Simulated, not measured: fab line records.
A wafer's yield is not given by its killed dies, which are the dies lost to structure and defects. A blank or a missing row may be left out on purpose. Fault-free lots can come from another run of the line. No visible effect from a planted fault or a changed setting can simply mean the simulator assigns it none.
Which of the tools did it? / flow nandHarc / 7 lots with 21 wafers sampled at 4 steps, on a route of 1159 steps

WHAT THE GAUGES SHOWED, per wafer
NHARC_P_M1_CD_MEAS_09: the cd target is 130 nm.
lot=L696; measured=day 6 08:55; on=cdSem-01; cdNm (nm)=129.9 130.3 130.7
lot=L699; measured=day 6 20:22; on=cdSem-02; cdNm (nm)=130.2 130.1 130.0
lot=L701; measured=day 7 14:26; on=cdSem-02; cdNm (nm)=128.9 129.9 129.0
lot=L704; measured=day 8 17:26; on=cdSem-01; cdNm (nm)=129.2 129.4 130.3
lot=L705; measured=day 9 06:55; on=cdSem-01; cdNm (nm)=130.3 128.7 129.2
lot=L711; measured=day 10 00:33; on=cdSem-01; cdNm (nm)=129.5 128.8 128.4
lot=L718; measured=day 11 11:38; on=cdSem-01; cdNm (nm)=149.8 150.7 150.2

TOOL THAT RAN EACH LOT (tool first, then ch and the chambers of the sampled wafers, then the start)
lot=L696; NHARC_P_M0_PVD_20=pvdSputter-02, day 6 06:35 or earlier; NHARC_P_M0_ANNEAL_30=rtpAnneal-02 ch 0, day 6 06:35; NHARC_P_M1_EXPOSE_06=arfiScanner-03 ch 0, day 6 08:46
lot=L699; NHARC_P_M0_PVD_20=pvdSputter-02, day 6 18:16 or earlier; NHARC_P_M0_ANNEAL_30=rtpAnneal-02 ch 0, day 6 18:16; NHARC_P_M1_EXPOSE_06=arfiScanner-01 ch 0, day 6 20:13
lot=L701; NHARC_P_M0_PVD_20=pvdSputter-02, day 7 12:22 or earlier; NHARC_P_M0_ANNEAL_30=rtpAnneal-01 ch 0, day 7 12:22; NHARC_P_M1_EXPOSE_06=arfiScanner-02 ch 0, day 7 14:17
lot=L704; NHARC_P_M0_PVD_20=pvdSputter-03, day 8 15:20 or earlier; NHARC_P_M0_ANNEAL_30=rtpAnneal-01 ch 0, day 8 15:20; NHARC_P_M1_EXPOSE_06=arfiScanner-01 ch 0, day 8 17:17
lot=L705; NHARC_P_M0_PVD_20=pvdSputter-01, day 9 04:44 or earlier; NHARC_P_M0_ANNEAL_30=rtpAnneal-01 ch 0, day 9 04:44; NHARC_P_M1_EXPOSE_06=arfiScanner-03 ch 0, day 9 06:46
lot=L711; NHARC_P_M0_PVD_20=pvdSputter-01, day 9 22:13 or earlier; NHARC_P_M0_ANNEAL_30=rtpAnneal-02 ch 0, day 9 22:13; NHARC_P_M1_EXPOSE_06=arfiScanner-01 ch 0, day 10 00:25
lot=L718; NHARC_P_M0_PVD_20=pvdSputter-01, day 11 09:36 or earlier; NHARC_P_M0_ANNEAL_30=rtpAnneal-02 ch 0, day 11 09:36; NHARC_P_M1_EXPOSE_06=arfiScanner-02 ch 0, day 11 11:30
- NHARC_P_M0_PVD_20: deposits TaN, target thk 5 nm, time 8.06 s.
- NHARC_P_M0_ANNEAL_30: time 90 s.
- NHARC_P_M1_EXPOSE_06: exposes mask P M1, target cd 130 nm.

THE ANSWER, worked out from the rows above alone
Rule: usual is defined by the lots themselves. Put in order of their means at a reading, lots are off if they are a third of the lots or fewer, leave a main group of 4 or more, and stand apart from it by a gap of 3 or more times the standard deviation of the main group's means; of several such gaps the widest counts. Not used: any main group whose means are identical at the precision the tables above print for the reading. A lot without any number at a reading at which 4 lots or more have one is off too. The other lots that the step has rows for count as sound.
Off at NHARC_P_M1_CD_MEAS_09 (cdNm): L718. Mean 129.6 nm and standard deviation 0.48 in the main group.
A tool fits if, at a process step before that reading, it ran every lot that is off, and no sound lot after the first of them. The gauges at NHARC_P_M1_CD_MEAS_09 are tried like those tools. NHARC_P_M0_PVD_20 gives no start for some lots, so the hours and the order of its lots are those of NHARC_P_M0_ANNEAL_30. Can't be told from this: 4 tools fit, pvdSputter-01 at NHARC_P_M0_PVD_20, rtpAnneal-02 at NHARC_P_M0_ANNEAL_30, arfiScanner-02 at NHARC_P_M1_EXPOSE_06, cdSem-01 at NHARC_P_M1_CD_MEAS_09.

WHAT WAS PUT IN BY THE SIMULATOR
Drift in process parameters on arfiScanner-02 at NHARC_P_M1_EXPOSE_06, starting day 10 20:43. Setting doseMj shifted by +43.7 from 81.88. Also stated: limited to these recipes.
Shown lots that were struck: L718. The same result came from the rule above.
